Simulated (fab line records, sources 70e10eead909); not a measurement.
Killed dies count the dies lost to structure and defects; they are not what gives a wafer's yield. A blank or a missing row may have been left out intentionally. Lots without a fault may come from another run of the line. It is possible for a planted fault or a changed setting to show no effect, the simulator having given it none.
fab line records    flow nandHarc    part 1 of 2: steps 1 to 28 of 37
[record] lots = 5  wafers = 15  lastDay = 24
route steps=1159 shown P_M2@342 P_BONDPAD@351
lots that met no fault: from a run of the same line without faults
startH: hours from the record's opening day to when the first of the lot's shown wafers began    waitH: hours from the lot's prior step to this one    " the same as in the row above    L1.1+2: several wafers, shown together as one row    - no value present, or no start provided    * or withheld: withheld    < > ~ a bound
route shown NAME@n: a module of which the file shows steps, and the number in the route of the first    usual: mean and standard deviation over wafers with no fault    same: alike in all rows    chamber/n: place in a boat    sites: per-site readings    _std_site: standard deviation of those values    _edge_site: inner sites' mean taken away from outer sites' mean    radiusMm: how far each site lies from the wafer's centre    mask NAME#n: copy n    behind: the last tool/chamber to shape the wafer    hold: reason for holding the lot/hours on hold/outcome of the hold    device: names the non-switching transistor (n, p or np)    end of line: the route-end tests of the same wafers    for a step that has no rows: nothing shown but its recipe    killed: dies that structure and defects cost at the first sort, which is not the same as the wafer's yield    map: dies across one wafer; x = killed, . = not, _ = none there
set.NAME: the run value of the setting; set.NAME@STEP: its run value at that earlier step    model.NAME: the simulator's own value behind a step, which no gauge read
lots at some steps of the route; a table a step, a row a wafer
services: when a tool's chamber went out of use (startH, in hours from the record's first day, below 0 if earlier), for how many hours, and the reason
[[steps]]
[step NHARC_P_M2_ECD_22]
[recipe] targetThkA = 4000  bathTempC = 25  material = Cu
lot.wafer   tool      chamber  startH  waitH
L081.2+3+4  ecdCu-01  1,1,0    167.69  -
L082.1+3+5  ecdCu-02  1        178.01  -
L086.2+1+5  ecdCu-01  0,1,0    206.74  -
L091.1+6+5  ecdCu-02  1,0,1    224.61  -
L096.1+2+5  ecdCu-01  1,0,1    251.20  -
[step NHARC_P_M2_ANNEAL_31]
[recipe] tempC = 225  timeS = 90
[usual] annealTempC = 225.01/0.19  wafer_temp_C_max = 226.1/0.54
lot.wafer  tool          chamber  startH  waitH  annealTempC  wafer_temp_C_max
L081.2     rtpAnneal-02  0        168.13  -      225.42       226.0
L081.3     "             0        "       "      225.33       226.1
L081.4     "             0        "       "      225.25       225.9
L082.1     rtpAnneal-02  0        178.39  0.3    225.07       226.3
L082.3     "             0        "       "      225.04       226.4
L082.5     "             0        "       "      224.85       226.2
L086.1     rtpAnneal-01  0        207.12  -      225.17       225.6
L086.2     "             0        "       "      224.63       225.7
L086.5     "             0        "       "      225.04       225.8
L091.1     rtpAnneal-02  0        224.94  0.3    224.88       226.3
L091.5     "             0        "       "      224.90       226.5
L091.6     "             0        "       "      224.77       226.0
L096.1     rtpAnneal-01  0        251.58  0.3    225.11       225.7
L096.2     "             0        "       "      224.70       225.5
L096.5     "             0        "       "      224.98       225.5
[step NHARC_P_M2_CMP_23]
[recipe] tOverpolishS = 20  targetThkNm = 144.3
[usual] motorCurrentA = 11.3/1  timeToEndpointS = 28.7/1.9
lot.wafer  tool    chamber  startH  waitH  motorCurrentA  timeToEndpointS
L081.3     cmp-03  0        168.43  -      11.4           29.1
L081.2     "       1        "       "      11.2           29.3
L081.4     "       2        "       "      11.5           29.2
L082.1     cmp-04  2        178.73  -      13.7           29.8
L082.3     "       1        "       "      12.0           27.5
L082.5     "       2        "       "      13.7           26.1
L086.2     cmp-03  2        207.47  -      10.9           26.4
L086.1     "       0        "       "      10.9           27.7
L086.5     "       3        "       "      10.8           29.1
L091.1     cmp-03  0        225.34  -      10.7           28.8
L091.6     "       2        "       "      10.6           28.5
L091.5     "       3        "       "      10.7           30.3
L096.1     cmp-03  2        251.98  -      11.4           29.5
L096.2     "       3        "       "      10.9           29.4
L096.5     "       0        "       "      10.8           28.2
[step NHARC_P_M2_THK_MEAS_24]
[recipe] thkMeasGauge = xrf
[usual] thkNm = 144.1/1.2
lot.wafer  tool          chamber  startH  waitH  thkNm
L081.2     filmMetro-01  -        168.75  -      144.3
L081.3     "             -        "       "      144.3
L081.4     "             -        "       "      145.3
L082.1     filmMetro-01  -        179.04  -      145.6
L082.3     "             -        "       "      146.7
L082.5     "             -        "       "      142.5
L086.1     filmMetro-02  -        207.78  -      143.6
L086.2     "             -        "       "      143.6
L086.5     "             -        "       "      145.0
L091.1     filmMetro-02  -        225.60  -      144.9
L091.5     "             -        "       "      143.6
L091.6     "             -        "       "      144.2
L096.1     filmMetro-01  -        252.24  -      144.2
L096.2     "             -        "       "      143.4
L096.5     "             -        "       "      144.5
[step NHARC_P_M2_SRD_25]
lot.wafer   tool         chamber  startH  waitH
L081.3+2+4  wetBench-10  3,4,7    168.79  0.0
L082.3+1+5  wetBench-10  1,3,5    179.08  0.0
L086.2+1+5  wetBench-08  7,0,3    207.82  0.0
L091.5+1+6  wetBench-10  6,0,3    225.64  0.0
L096.2+5+1  wetBench-08  0,1,2    252.30  0.1
[step NHARC_P_M2_INSPECT_27]
[usual] rawDefectCount = 358/140
lot.wafer  tool              chamber  startH  waitH  rawDefectCount
L081.2     defectInspect-02  -        168.92  0.0    252
L081.3     "                 -        "       "      209
L081.4     "                 -        "       "      335
L082.1     defectInspect-01  -        179.20  0.0    253
L082.3     "                 -        "       "      343
L082.5     "                 -        "       "      190
L086.1     defectInspect-02  -        207.94  0.0    331
L086.2     "                 -        "       "      279
L086.5     "                 -        "       "      279
L091.1     defectInspect-02  -        225.75  0.0    213
L091.5     "                 -        "       "      409
L091.6     "                 -        "       "      518
L096.1     defectInspect-02  -        252.42  0.0    530
L096.2     "                 -        "       "      499
L096.5     "                 -        "       "      416
[step NHARC_P_M2_PRE_CLEAN_32]
[recipe] timeS = 12  tempC = 370  rfPowerW = 300  gas = NH3
[usual] heaterPowerW = 626/88
lot.wafer  tool      chamber  startH  waitH  heaterPowerW
L081.2     pecvd-03  0        169.00  0.1    654
L081.3     "         1        "       "      732
L081.4     "         1        "       "      728
L082.1     pecvd-01  0        179.28  0.1    523
L082.3     "         1        "       "      684
L082.5     "         2        "       "      738
L086.1     pecvd-01  2        208.05  0.1    732
L086.2     "         0        "       "      511
L086.5     "         0        "       "      494
L091.1     pecvd-02  2        225.82  0.1    600
L091.6     "         2        "       "      594
L091.5     "         0        "       "      530
L096.1     pecvd-03  0        252.75  0.3    591
L096.2     "         2        "       "      703
L096.5     "         1        "       "      658
[step NHARC_P_M2_DEP_33]
[recipe] targetThkA = 300  tempC = 370  targetThkNm = 30  pressureTorr = 3  flowSccm = 200  rfW = 450  material = SiCN
[usual] heaterPowerW = 577/89  showerheadVppV = 1295/69
lot.wafer  tool      chamber  startH  waitH  heaterPowerW  showerheadVppV
L081.2     pecvd-03  0        169.11  0.1    602           1201
L081.3     "         1        "       "      701           1181
L081.4     "         1        "       "      681           1203
L082.1     pecvd-01  0        179.39  0.1    427           1253
L082.3     "         1        "       "      654           1276
L082.5     "         2        "       "      700           1471
L086.1     pecvd-01  2        208.16  0.1    753           1466
L086.2     "         0        "       "      432           1270
L086.5     "         0        "       "      420           1273
L091.1     pecvd-02  2        225.90  0.1    614           1360
L091.6     "         2        "       "      488           1319
L091.5     "         0        "       "      507           1259
L096.1     pecvd-03  0        252.83  0.1    569           1196
L096.2     "         2        "       "      684           1271
L096.5     "         1        "       "      689           1207
[step NHARC_P_BONDPAD_DEP_00]
[recipe] targetThkA = 2500  tempC = 370  targetThkNm = 250  pressureTorr = 3  flowSccm = 200  rfW = 450  material = SiCN
[usual] heaterPowerW = 588/84  showerheadVppV = 1279/73
lot.wafer  tool      chamber  startH  waitH  heaterPowerW  showerheadVppV
L081.3     pecvd-03  1        -       -      681           1198
L081.2     "         2        "       "      678           1291
L081.4     "         0        "       "      552           1224
L082.1     pecvd-03  0        179.76  -      604           1211
L082.3     "         2        "       "      663           1314
L082.5     "         1        "       "      578           1178
L086.1     pecvd-03  2        208.58  -      685           1330
L086.2     "         0        "       "      571           1205
L086.5     "         1        "       "      612           1190
L091.1     pecvd-01  0        226.32  -      467           1259
L091.5     "         0        "       "      470           1273
L091.6     "         1        "       "      670           1302
L096.1     pecvd-02  0        253.24  -      490           1235
L096.2     "         1        "       "      592           1339
L096.5     "         1        "       "      591           1328
[step NHARC_P_BONDPAD_CMP_32]
[recipe] targetThkNm = 200  material = SiCN
[usual] motorCurrentA = 11.5/1
lot.wafer  tool    chamber  startH  waitH  motorCurrentA
L081.2     cmp-03  2        170.33  -      10.8
L081.4     "       3        "       "      10.5
L081.3     "       1        "       "      11.9
L082.1     cmp-04  1        180.17  -      11.9
L082.3     "       0        "       "      10.6
L082.5     "       1        "       "      12.1
L086.1     cmp-01  3        208.94  -      11.0
L086.2     "       0        "       "      11.9
L086.5     "       0        "       "      11.7
L091.1     cmp-01  3        226.78  -      10.9
L091.6     "       1        "       "      10.6
L091.5     "       2        "       "      13.6
L096.2     cmp-04  3        253.68  -      10.4
L096.1     "       1        "       "      11.9
L096.5     "       2        "       "      13.8
[step NHARC_P_BONDPAD_THK_MEAS_33]
[recipe] thkMeasGauge = ellipsometry
[usual] thkNm = 199.7/1.4
lot.wafer  tool          chamber  startH  waitH  thkNm
L081.2     filmMetro-02  -        170.57  0.2    200.4
L081.3     "             -        "       "      199.1
L081.4     "             -        "       "      200.6
L082.1     filmMetro-01  -        180.42  0.2    199.8
L082.3     "             -        "       "      199.2
L082.5     "             -        "       "      199.2
L086.1     filmMetro-01  -        209.19  0.2    199.0
L086.2     "             -        "       "      198.3
L086.5     "             -        "       "      199.9
L091.1     filmMetro-01  -        226.98  0.2    198.6
L091.5     "             -        "       "      197.9
L091.6     "             -        "       "      197.6
L096.1     filmMetro-02  -        253.90  0.1    201.0
L096.2     "             -        "       "      202.4
L096.5     "             -        "       "      202.5
[step NHARC_P_BONDPAD_SRD_34]
lot.wafer   tool         chamber  startH  waitH
L081.2+3+4  wetBench-10  2,3,6    170.61  0.0
L082.5+1+3  wetBench-10  5,7,0    180.47  0.0
L086.1+5+2  wetBench-10  7,0,3    209.24  0.0
L091.5+1+6  wetBench-08  3,5,6    227.03  0.0
L096.1+5+2  wetBench-08  5,6,0    253.95  0.0
[step NHARC_P_BONDPAD_DEHYDRATE_01]
[recipe] tempC = 150  timeS = 120
lot.wafer   tool           chamber  startH  waitH
L081.2+3+4  lithoTrack-07  0        170.70  0.1
L082.1+3+5  lithoTrack-07  0        180.54  0.1
L086.1+2+5  lithoTrack-02  0        209.32  0.1
L091.1+5+6  lithoTrack-07  0        227.10  0.1
L096.1+2+5  lithoTrack-02  0        254.03  0.1
[step NHARC_P_BONDPAD_HMDS_02]
[recipe] timeS = 30
lot.wafer   tool           chamber  startH  waitH
L081.2+3+4  lithoTrack-07  0        -       -
L082.1+3+5  lithoTrack-07  0        -       -
L086.1+2+5  lithoTrack-02  0        -       -
L091.1+5+6  lithoTrack-07  0        -       -
L096.1+2+5  lithoTrack-02  0        -       -
[step NHARC_P_BONDPAD_COAT_36]
[recipe] tempC = 200  timeS = 65
lot.wafer   tool           chamber  startH  waitH
L081.2+3+4  lithoTrack-07  0        -       -
L082.1+3+5  lithoTrack-07  0        -       -
L086.1+2+5  lithoTrack-02  0        -       -
L091.1+5+6  lithoTrack-07  0        -       -
L096.1+2+5  lithoTrack-02  0        -       -
[step NHARC_P_BONDPAD_COAT_03]
[recipe] spinRpm = 2000  resistThkNm = 600
lot.wafer   tool           chamber  startH  waitH
L081.2+3+4  lithoTrack-07  0        -       -
L082.1+3+5  lithoTrack-07  0        -       -
L086.1+2+5  lithoTrack-02  0        -       -
L091.1+5+6  lithoTrack-07  0        -       -
L096.1+2+5  lithoTrack-02  0        -       -
[step NHARC_P_BONDPAD_SOFTBAKE_04]
[recipe] tempC = 125  timeS = 70
lot.wafer   tool           chamber  startH  waitH
L081.2+3+4  lithoTrack-07  0        -       -
L082.1+3+5  lithoTrack-07  0        -       -
L086.1+2+5  lithoTrack-02  0        -       -
L091.1+5+6  lithoTrack-07  0        -       -
L096.1+2+5  lithoTrack-02  0        -       -
[step NHARC_P_BONDPAD_EBR_05]
lot.wafer   tool           chamber  startH  waitH
L081.2+3+4  lithoTrack-07  0        -       -
L082.1+3+5  lithoTrack-07  0        -       -
L086.1+2+5  lithoTrack-02  0        -       -
L091.1+5+6  lithoTrack-07  0        -       -
L096.1+2+5  lithoTrack-02  0        -       -
[step NHARC_P_BONDPAD_EXPOSE_06]
[recipe] na = 0.55  doseMj = 37.06  maskId = P_BPAD
[usual] focusOffsetNm = 0.0/0.49
lot.wafer  tool           chamber  startH  waitH  mask      focusOffsetNm
L081.2     krfScanner-01  0        170.99  -      P_BPAD#0  -0.2
L081.3     "              0        "       "      P_BPAD#0  -0.2
L081.4     "              0        "       "      P_BPAD#0  0.2
L082.1     krfScanner-01  0        180.71  -      P_BPAD#0  0.1
L082.3     "              0        "       "      P_BPAD#0  0.4
L082.5     "              0        "       "      P_BPAD#0  -0.4
L086.1     krfScanner-04  0        209.48  -      P_BPAD#0  1.3
L086.2     "              0        "       "      P_BPAD#0  0.3
L086.5     "              0        "       "      P_BPAD#0  0.4
L091.1     krfScanner-01  0        227.39  -      P_BPAD#0  -0.5
L091.5     "              0        "       "      P_BPAD#0  -0.4
L091.6     "              0        "       "      P_BPAD#0  -0.5
L096.1     krfScanner-01  0        254.19  -      P_BPAD#0  -0.1
L096.2     "              0        "       "      P_BPAD#0  0.7
L096.5     "              0        "       "      P_BPAD#0  0.2
[step NHARC_P_BONDPAD_PEB_07]
[recipe] pebTempC = 128  pebTimeS = 80
lot.wafer   tool           chamber  startH  waitH
L081.2+3+4  lithoTrack-07  0        171.06  0.1
L082.1+3+5  lithoTrack-02  0        180.78  0.1
L086.1+2+5  lithoTrack-07  0        209.55  0.1
L091.1+5+6  lithoTrack-07  0        227.46  0.1
L096.1+2+5  lithoTrack-02  0        254.26  0.1
[step NHARC_P_BONDPAD_DEVELOP_08]
[recipe] timeS = 50  devTempC = 22
lot.wafer   tool           chamber  startH  waitH
L081.2+3+4  lithoTrack-07  0        -       -
L082.1+3+5  lithoTrack-02  0        -       -
L086.1+2+5  lithoTrack-07  0        -       -
L091.1+5+6  lithoTrack-07  0        -       -
L096.1+2+5  lithoTrack-02  0        -       -
[step NHARC_P_BONDPAD_CD_MEAS_09]
[recipe] targetCdNm = 500  landingEnergyEv = 500
[usual] cdNm = 500.3/1.7
lot.wafer  tool      chamber  startH  waitH  cdNm
L081.2     cdSem-03  0        171.14  -      498.2
L081.3     "         0        "       "      500.0
L081.4     "         0        "       "      496.0
L082.1     cdSem-02  0        180.86  -      500.3
L082.3     "         0        "       "      500.5
L082.5     "         0        "       "      503.1
L086.1     cdSem-02  0        209.63  -      498.4
L086.2     "         0        "       "      500.0
L086.5     "         0        "       "      497.6
L091.1     cdSem-02  0        227.55  -      501.0
L091.5     "         0        "       "      501.8
L091.6     "         0        "       "      501.3
L096.1     cdSem-03  0        254.34  -      500.5
L096.2     "         0        "       "      502.6
L096.5     "         0        "       "      503.9
[step NHARC_P_BONDPAD_OVL_MEAS_38]
[usual] overlayXNm = -1/5.3  overlayYNm = -1/4.7
lot.wafer  tool        chamber  startH  waitH  overlayXNm  overlayYNm
L081.2     overlay-02  -        171.23  -      -2          -5
L081.3     "           -        "       "      -1          -6
L081.4     "           -        "       "      -2          -6
L082.1     overlay-02  -        180.95  -      1           -5
L082.3     "           -        "       "      1           -5
L082.5     "           -        "       "      1           -4
L086.1     overlay-02  -        209.72  -      -4          -7
L086.2     "           -        "       "      -4          -7
L086.5     "           -        "       "      -4          -7
L091.1     overlay-02  -        227.64  -      -3          -3
L091.5     "           -        "       "      -3          -2
L091.6     "           -        "       "      -4          -2
L096.1     overlay-02  -        254.43  -      -3          -3
L096.2     "           -        "       "      -2          -3
L096.5     "           -        "       "      -3          -3
[step NHARC_P_BONDPAD_HARDBAKE_10]
[recipe] tempC = 118  timeS = 65
lot.wafer   tool           chamber  startH  waitH
L081.2+3+4  lithoTrack-05  0        171.28  0.0
L082.1+3+5  lithoTrack-05  0        181.00  0.0
L086.1+2+5  lithoTrack-02  0        209.77  0.0
L091.1+5+6  lithoTrack-05  0        227.68  0.0
L096.1+2+5  lithoTrack-07  0        254.48  0.0
[step NHARC_P_BONDPAD_DESCUM_11]
[recipe] timeS = 3  o2FlowSccm = 200  arFlowSccm = 0  biasPowerW = 0  chemistry = O2
[usual] drypumpMotorCurrentA = 5.8/0.6  o2FlowSccm = 199.9/0.57  oesProductAu = 0.998/0.0086  rfVppV = 57.5/0.9  showerheadPlenumPTorr = 1.84/0.069  throttleValvePct = 11.312/0.0093
[same] biasPowerW = 0
lot.wafer  tool        chamber  startH  waitH  drypumpMotorCurrentA  o2FlowSccm  oesProductAu  rfHoursCounterH  rfVppV  showerheadPlenumPTorr  throttleValvePct
L081.4     rieDiel-04  1        171.36  -      5.2                   199.3       1.008         4                57.0    1.93                   11.313
L081.2     "           2        "       "      5.9                   199.6       0.998         6                58.0    1.79                   11.301
L081.3     "           3        "       "      5.1                   200.8       1.005         5                56.8    1.83                   11.297
L082.3     rieDiel-04  0        181.08  -      6.6                   198.5       0.996         6                57.1    1.78                   11.310
L082.1     "           2        "       "      5.8                   199.5       1.011         6                57.2    1.79                   11.308
L082.5     "           0        "       "      6.6                   199.1       0.994         -                56.9    1.78                   11.308
L086.1     rieDiel-04  2        209.86  -      5.9                   199.8       0.996         9                57.5    1.78                   11.302
L086.2     "           3        "       "      5.1                   199.8       1.000         8                58.0    1.83                   11.319
L086.5     "           1        "       "      5.2                   200.0       1.008         -                58.2    1.93                   11.324
L091.1     rieDiel-04  0        227.77  -      6.6                   201.4       0.985         8                56.9    1.78                   11.316
L091.5     "           3        "       "      5.1                   200.5       1.003         -                58.0    1.83                   11.322
L091.6     "           0        "       "      6.6                   201.0       0.997         -                56.8    1.78                   11.314
L096.2     rieDiel-04  1        254.57  -      5.2                   199.9       1.002         11               57.8    1.93                   11.314
L096.1     "           2        "       "      5.9                   200.3       1.000         12               58.4    1.78                   11.309
L096.5     "           0        "       "      6.6                   199.7       0.981         -                57.4    1.78                   11.318
[step NHARC_P_BONDPAD_ETCH_37]
[recipe] targetDepthA = 600  overetchA = 180  timeS = 65.91  ionEnergyEv = 200  n2FlowSccm = 150  h2FlowSccm = 150  arFlowSccm = 0  rfW = 400  biasW = 150  chemistry = N2/H2
[usual] drypumpMotorCurrentA = 5.8/0.59  oesProductAu = 0.998/0.0095  rfVppV = 428.4/2.4  showerheadPlenumPTorr = 1.96/0.077  throttleValvePct = 14.170/0.008
lot.wafer  tool        chamber  startH  waitH  drypumpMotorCurrentA  oesProductAu  rfHoursCounterH  rfVppV  showerheadPlenumPTorr  throttleValvePct
L081.3     rieDiel-04  0        171.44  0.1    6.6                   0.989         5                426.9   1.89                   14.176
L081.4     "           1        "       "      5.2                   1.006         4                430.7   2.06                   14.159
L081.2     "           3        "       "      5.1                   1.001         5                428.9   1.95                   14.178
L082.3     rieDiel-04  0        181.16  0.1    6.6                   0.986         6                425.7   1.89                   14.176
L082.1     "           1        "       "      5.2                   1.002         5                431.4   2.06                   14.170
L082.5     "           3        "       "      5.1                   0.989         -                427.3   1.95                   14.163
L086.1     rieDiel-04  2        209.94  0.1    5.9                   0.996         9                425.9   1.90                   14.161
L086.2     "           0        "       "      6.6                   0.983         7                427.7   1.89                   14.158
L086.5     "           2        "       "      5.9                   1.001         -                428.2   1.90                   14.162
L091.1     rieDiel-04  1        227.86  0.1    5.2                   0.993         8                432.1   2.06                   14.176
L091.5     "           3        "       "      5.1                   0.989         -                426.6   1.95                   14.159
L091.6     "           0        "       "      6.6                   0.979         -                426.3   1.89                   14.158
L096.1     rieDiel-04  0        254.64  0.1    6.6                   0.987         11               426.0   1.89                   14.165
L096.2     "           1        "       "      5.2                   1.012         11               429.5   2.06                   14.176
L096.5     "           0        "       "      6.6                   0.983         -                426.5   1.89                   14.172
[step NHARC_P_BONDPAD_ETCH_12]
[recipe] targetDepthA = 2000  timeS = 100  chf3FlowSccm = 50  o2FlowSccm = 10  arFlowSccm = 200  rfW = 500  biasW = 200  chemistry = CHF3/O2
[usual] drypumpMotorCurrentA = 5.8/0.58  o2FlowSccm = 10.002/0.03  oesProductAu = 0.931/0.02  rfVppV = 368.7/2  showerheadPlenumPTorr = 2.32/0.083  throttleValvePct = 20.572/0.0085
lot.wafer  tool        chamber  startH  waitH  drypumpMotorCurrentA  o2FlowSccm  oesProductAu  rfHoursCounterH  rfVppV  showerheadPlenumPTorr  throttleValvePct
L081.2     rieDiel-04  1        -       -      5.2                   9.992       0.923         4                371.0   2.42                   20.571
L081.3     "           2        "       "      5.9                   9.996       0.911         6                367.1   2.25                   20.568
L081.4     "           0        "       "      6.6                   10.024      0.924         5                366.2   2.24                   20.581
L082.1     rieDiel-04  0        -       -      6.6                   9.999       0.914         6                365.8   2.24                   20.568
L082.3     "           2        "       "      5.8                   9.968       0.912         6                366.7   2.25                   20.595
L082.5     "           3        "       "      5.1                   10.013      0.917         -                368.1   2.30                   20.580
L086.1     rieDiel-04  0        -       -      6.6                   10.049      0.913         7                366.8   2.24                   20.567
L086.2     "           3        "       "      5.1                   9.997       0.917         8                369.2   2.30                   20.577
L086.5     "           0        "       "      6.6                   10.005      0.911         -                367.3   2.24                   20.560
L091.1     rieDiel-04  0        -       -      6.6                   9.947       0.931         8                366.2   2.24                   20.575
L091.5     "           1        "       "      5.2                   10.020      0.923         -                370.7   2.42                   20.580
L091.6     "           2        "       "      5.8                   9.967       0.926         -                366.0   2.25                   20.571
L096.1     rieDiel-04  3        -       -      5.1                   10.002      0.966         11               368.6   2.30                   20.566
L096.2     "           0        "       "      6.6                   9.987       0.955         11               367.6   2.24                   20.571
L096.5     "           2        "       "      5.8                   10.014      0.994         -                368.2   2.25                   20.570
[step NHARC_P_BONDPAD_CD_MEAS_13]
[usual] cdNm = 499.6/2.1
lot.wafer  tool      chamber  startH  waitH  cdNm
L081.2     cdSem-03  -        171.67  -      498.2
L081.3     "         -        "       "      498.5
L081.4     "         -        "       "      495.1
L082.1     cdSem-01  -        181.39  -      500.9
L082.3     "         -        "       "      499.6
L082.5     "         -        "       "      503.1
L086.1     cdSem-01  -        210.16  -      497.9
L086.2     "         -        "       "      499.0
L086.5     "         -        "       "      495.7
L091.1     cdSem-01  -        228.08  -      499.9
L091.5     "         -        "       "      501.4
L091.6     "         -        "       "      500.3
L096.1     cdSem-03  -        254.87  -      499.9
L096.2     "         -        "       "      500.4
L096.5     "         -        "       "      503.1
